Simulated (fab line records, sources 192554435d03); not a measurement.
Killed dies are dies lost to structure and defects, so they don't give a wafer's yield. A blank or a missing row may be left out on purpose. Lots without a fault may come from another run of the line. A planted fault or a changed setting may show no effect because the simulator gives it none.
Chamber matching | flow n5_finfet | N5_BEOL_M3_STRIP_66 on rie_diel-05: 4 sister chambers
The step strips in CF4. 4 wafers are shown with their chamber, then 9 later ones without.

WAFERS WITH THEIR CHAMBER
wafer  | chamber | drypump_motor_current_A (A)
L090.2 | 3       | 6.1
L088.1 | 2       | 4.8
L088.2 | 0       | 5.6
L088.5 | 1       | 6.5

WAFERS WITHOUT THEIR CHAMBER
wafer  | drypump_motor_current_A (A)
L093.1 | 6.5
L093.4 | 5.6
L093.5 | 4.8
L094.1 | 6.1
L094.5 | 4.9
L094.6 | 6.1
L097.1 | 6.5
L097.2 | 6.1
L097.3 | 5.6

WHICH CHAMBER EACH WENT THROUGH
wafer  | from the rows above | in truth
L093.1 | 1                   | 1
L093.4 | 0                   | 0
L093.5 | 2                   | 2
L094.1 | 3                   | 3
L094.5 | 2                   | 2
L094.6 | 3                   | 3
L097.1 | 1                   | 1
L097.2 | 3                   | 3
L097.3 | 0                   | 0
Placed correctly: 9 of 9. Can't be placed from these rows: 0. Placed wrongly: 0.
How it was worked out, from the rows above alone: a wafer's distance from a chamber is the root of the sum, over the readings, of the square of ((its reading less the chamber's mean) divided by the reading's scatter). The wafer belongs to the nearest chamber; if the next one is less than 2 further off, it can't be placed. A chamber's mean is the mean of its shown wafers. The scatter: with one shown wafer a chamber, the root of the mean of the squares of how far each hidden wafer lies from its nearest shown one.
